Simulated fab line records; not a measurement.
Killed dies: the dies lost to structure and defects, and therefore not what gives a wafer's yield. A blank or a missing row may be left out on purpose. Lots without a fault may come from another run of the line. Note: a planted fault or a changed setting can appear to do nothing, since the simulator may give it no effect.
Split-lot trial -- flow n5 finfet -- on a route of 1938 steps: 7 lots, 39 wafers read

## ON THE SPLIT
At N5_SD_EPI_P_DEVELOP_08 (develop time 30 s), the setting develop time s was moved away from the recipe's 30 s on 12 of the 39 wafers read, by -56.2% to +55.8%. All remaining wafers had this setting at the recipe value.

Between the split and the reading, the file records no step.

## THE READING
At N5_SD_EPI_P_CD_MEAS_09: cd nm in nanometres, against a target cd of 240 nm. A value of 240.1 nm with a standard deviation of 0.7 nm is what fault-free wafers of this fab line usually give.

wafer,"tool, chamber at the split","develop time s as run, s",against the recipe,"cd nm, nm",against lot-mates on the recipe
L074.1,"litho track-01, 0",30,recipe,240.5,-
L074.2,"litho track-01, 0",35.8,+19.3%,240.8,+0.8
L074.3,"litho track-01, 0",30,recipe,239.5,-
L074.4,"litho track-01, 0",35.8,+19.3%,240.6,+0.6
L074.5,"litho track-01, 0",35.8,+19.3%,241.0,+1.0
L074.6,"litho track-01, 0",30,recipe,239.9,-
L077.1,"litho track-02, 0",30,recipe,241.5,-
L077.2,"litho track-02, 0",30,recipe,241.9,-
L077.3,"litho track-02, 0",30,recipe,241.2,-
L077.4,"litho track-02, 0",30,recipe,241.3,-
L077.5,"litho track-02, 0",30,recipe,241.5,-
L077.6,"litho track-02, 0",30,recipe,240.8,-
L081.1,"litho track-01, 0",30,recipe,239.7,-
L081.2,"litho track-01, 0",30,recipe,238.5,-
L081.3,"litho track-01, 0",30,recipe,239.5,-
L081.4,"litho track-01, 0",30,recipe,240.4,-
L081.5,"litho track-01, 0",30,recipe,239.1,-
L081.6,"litho track-01, 0",30,recipe,238.6,-
L082.1,"litho track-05, 0",46.75,+55.8%,242.8,+2.2
L082.2,"litho track-05, 0",46.75,+55.8%,243.2,+2.6
L082.3,"litho track-05, 0",30,recipe,240.7,-
L082.4,"litho track-05, 0",30,recipe,240.9,-
L082.5,"litho track-05, 0",30,recipe,240.2,-
L082.6,"litho track-05, 0",46.75,+55.8%,242.3,+1.7
L084.2,"litho track-02, 0",30,recipe,239.7,-
L084.3,"litho track-02, 0",30,recipe,240.3,-
L084.5,"litho track-02, 0",30,recipe,240.7,-
L085.1,"litho track-02, 0",13.13,-56.2%,234.9,-5.8
L085.2,"litho track-02, 0",30,recipe,241.6,-
L085.3,"litho track-02, 0",30,recipe,240.6,-
L085.4,"litho track-02, 0",13.13,-56.2%,235.0,-5.7
L085.5,"litho track-02, 0",30,recipe,239.9,-
L085.6,"litho track-02, 0",13.13,-56.2%,234.8,-5.9
L087.1,"litho track-05, 0",30,recipe,239.5,-
L087.2,"litho track-05, 0",30,recipe,240.7,-
L087.3,"litho track-05, 0",21.37,-28.8%,239.4,-0.7
L087.4,"litho track-05, 0",21.37,-28.8%,238.1,-2.0
L087.5,"litho track-05, 0",30,recipe,240.1,-
L087.6,"litho track-05, 0",21.37,-28.8%,238.5,-1.6

FIT RESULTS
A straight line over all 39 wafers: cd nm changes by +0.0663 nm for each +1% of develop time s; r = +0.86; the points scatter about the line by 0.97 nm.
The same after taking each lot's own level away (the mean of its wafers on the recipe; 39 wafers): +0.0671 nm for each +1%; r = +0.89; scatter 0.84 nm.
That fit puts the effect of the largest move of develop time s on the reading at 3.8 nm.
From 239.30 to 241.37 nm: that is the span of the lots' own levels, equal to 3.0 times the standard deviation above.
Hence the lot-to-lot level has little effect on the slope; both slopes agree.
Check: -3.71 nm against its lot-mates is what the line predicts for one of the wafers moved furthest among these (-56.2%) when that wafer is left out of the fit. It came out at -5.8 nm against them.

## OTHER SPLITS APPLIED TO THESE WAFERS
Before the reading, these wafers also passed through other splits. Each is held against what the fit with the lots' levels taken away leaves over:
other split on the same wafers,wafers away from the commonest value,r with cd nm (lot level and that fit taken away)
N5_FIN_SAQP_HM_DEP_72 target thk a,18,-0.36
N5_SD_EPI_N_ETCH_45 target depth a,12,-0.22

## THE WHOLE CHAIN: every reading that the file lists as answering this split, in the file's order
step,what it does,reading,change (the file's fit),r (the file's)
N5_SD_EPI_P_CD_MEAS_09,target cd 240 nm,cd nm,+0.0671 nm for each +1% of the setting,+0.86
N5_SD_EPI_P_DESCUM_14,"chemistry O2, time 7.9 s","SD_EPI_P.cd nm (the simulator's own value, which no gauge read)",+0.07 nm for each +1% of the setting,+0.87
N5_SD_EPI_P_ETCH_36,"etches SiARC in CF4, target depth 45.5 nm, time 75.8 s","SD_EPI_P.cd nm (the simulator's own value, which no gauge read)",+0.0706 nm for each +1% of the setting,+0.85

## THE FILE'S OWN FIT
cd nm changes by +0.0671 nm for each +1% of develop time s, r = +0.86.
